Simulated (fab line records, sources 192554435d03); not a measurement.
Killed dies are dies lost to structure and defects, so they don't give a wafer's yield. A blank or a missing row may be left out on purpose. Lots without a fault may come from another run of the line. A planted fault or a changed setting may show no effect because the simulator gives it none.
Split-lot experiment | flow n5_finfet | 7 lots, 39 wafers read, on a route of 1938 steps

THE SPLIT
At N5_DUMMY_GATE_ETCH_31 (etches SiO2 in C4F6/O2, target depth 82.5 nm, time 27.5 s), the setting target_depth_a was moved away from the recipe's 825 angstrom on 15 of the 39 wafers read, by -12.4% to +9.5%. The other wafers ran this setting at the recipe's value.

The reading is taken at the split's own step.

THE READING
SOC_of_DUMMY_GATE_COAT_34.thk_nm (the simulator's own value, which no gauge read), in nm, at N5_DUMMY_GATE_ETCH_31 (etches SiO2 in C4F6/O2, target depth 82.5 nm, time 27.5 s). The file gives no usual value for it. The 24 wafers here that ran the recipe average 51.7 nm, standard deviation 0.19 nm.

wafer  | tool, chamber at the split | target_depth_a as run, angstrom | against the recipe | SOC_of_DUMMY_GATE_COAT_34.thk_nm, nm | against lot-mates on the recipe
L075.1 | rie_diel-05, 0             | 825                             | recipe             | 51.8                                 | -
L075.2 | rie_diel-05, 3             | 729.2                           | -11.6%             | 52.8                                 | +1.0
L075.3 | rie_diel-05, 1             | 729.2                           | -11.6%             | 52.6                                 | +0.8
L075.4 | rie_diel-05, 2             | 825                             | recipe             | 51.6                                 | -
L075.5 | rie_diel-05, 0             | 825                             | recipe             | 52                                   | -
L075.6 | rie_diel-05, 3             | 729.2                           | -11.6%             | 52.8                                 | +1.0
L085.1 | rie_diel-05, 1             | 722.8                           | -12.4%             | 52.8                                 | +0.9
L085.2 | rie_diel-05, 0             | 825                             | recipe             | 52                                   | -
L085.3 | rie_diel-05, 2             | 722.8                           | -12.4%             | 52.6                                 | +0.7
L085.4 | rie_diel-05, 0             | 825                             | recipe             | 51.8                                 | -
L085.5 | rie_diel-05, 1             | 722.8                           | -12.4%             | 52.8                                 | +0.9
L085.6 | rie_diel-05, 2             | 825                             | recipe             | 51.8                                 | -
L086.1 | rie_diel-03, 0             | 773.8                           | -6.2%              | 52                                   | +0.5
L086.2 | rie_diel-03, 3             | 825                             | recipe             | 51.6                                 | -
L086.3 | rie_diel-03, 2             | 825                             | recipe             | 51.4                                 | -
L086.4 | rie_diel-03, 1             | 773.8                           | -6.2%              | 52.2                                 | +0.7
L086.5 | rie_diel-03, 0             | 825                             | recipe             | 51.6                                 | -
L086.6 | rie_diel-03, 3             | 773.8                           | -6.2%              | 52                                   | +0.5
L090.1 | rie_diel-05, 3             | 825                             | recipe             | 51.8                                 | -
L090.2 | rie_diel-05, 0             | 825                             | recipe             | 51.6                                 | -
L090.3 | rie_diel-05, 2             | 825                             | recipe             | 51.4                                 | -
L090.4 | rie_diel-05, 1             | 825                             | recipe             | 51.8                                 | -
L090.5 | rie_diel-05, 0             | 825                             | recipe             | 51.4                                 | -
L090.6 | rie_diel-05, 1             | 825                             | recipe             | 51.8                                 | -
L092.1 | rie_diel-04, 0             | 897.7                           | +8.8%              | 50.8                                 | -0.9
L092.2 | rie_diel-04, 1             | 897.7                           | +8.8%              | 50.8                                 | -0.9
L092.3 | rie_diel-04, 2             | 825                             | recipe             | 52                                   | -
L092.4 | rie_diel-04, 3             | 897.7                           | +8.8%              | 51                                   | -0.7
L092.5 | rie_diel-04, 3             | 825                             | recipe             | 51.6                                 | -
L092.6 | rie_diel-04, 0             | 825                             | recipe             | 51.4                                 | -
L093.1 | rie_diel-04, 1             | 825                             | recipe             | 51.6                                 | -
L093.3 | rie_diel-04, 0             | 825                             | recipe             | 51.8                                 | -
L093.6 | rie_diel-04, 1             | 825                             | recipe             | 51.8                                 | -
L096.1 | rie_diel-05, 2             | 825                             | recipe             | 51.6                                 | -
L096.2 | rie_diel-05, 3             | 903.6                           | +9.5%              | 51.2                                 | -0.6
L096.3 | rie_diel-05, 0             | 825                             | recipe             | 52                                   | -
L096.4 | rie_diel-05, 1             | 903.6                           | +9.5%              | 51.2                                 | -0.6
L096.5 | rie_diel-05, 2             | 825                             | recipe             | 51.8                                 | -
L096.6 | rie_diel-05, 1             | 903.6                           | +9.5%              | 51                                   | -0.8

THE FIT
A straight line over all 39 wafers: SOC_of_DUMMY_GATE_COAT_34.thk_nm changes by -0.0801 nm for each +1% of target_depth_a; r = -0.94; the points scatter about the line by 0.18 nm.
The same after taking each lot's own level away (the mean of its wafers on the recipe; 39 wafers): -0.0774 nm for each +1%; r = -0.95; scatter 0.15 nm.
On that fit, the largest move of target_depth_a shifts the reading by 0.96 nm.
The lots' own levels span 51.53 to 51.87 nm, that is 1.7 times the standard deviation above.
So the lot-to-lot level changes the slope little: the two slopes agree.
Check: with one of the wafers moved furthest among these (-12.4%) left out of the fit, the line predicts +0.958 nm for it against its lot-mates. It came out at +0.933 nm against them.

OTHER SPLITS ON THESE WAFERS
These wafers also went through other splits before the reading. Each is held against what the fit with the lots' levels taken away leaves over:
other split on the same wafers    | wafers away from the commonest value | r with SOC_of_DUMMY_GATE_COAT_34.thk_nm (lot level and that fit taken away)
N5_FIN_SAQP_MANDREL_ETCH_22 icp_w | 18                                   | +0.19

THE WHOLE CHAIN: every reading that the file lists as answering this split, in the file's order
step                  | what it does                                              | reading                                                                           | change (the file's fit)                | r (the file's)
N5_DUMMY_GATE_ETCH_31 | etches SiO2 in C4F6/O2, target depth 82.5 nm, time 27.5 s | etch.depth_nm (the simulator's own value, which no gauge read)                    | +0.832 nm for each +1% of the setting  | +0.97
N5_DUMMY_GATE_ETCH_31 | etches SiO2 in C4F6/O2, target depth 82.5 nm, time 27.5 s | SOC_of_DUMMY_GATE_COAT_34.thk_nm (the simulator's own value, which no gauge read) | -0.0773 nm for each +1% of the setting | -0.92

THE FILE'S OWN FIT
SOC_of_DUMMY_GATE_COAT_34.thk_nm changes by -0.0773 nm for each +1% of target_depth_a, r = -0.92.
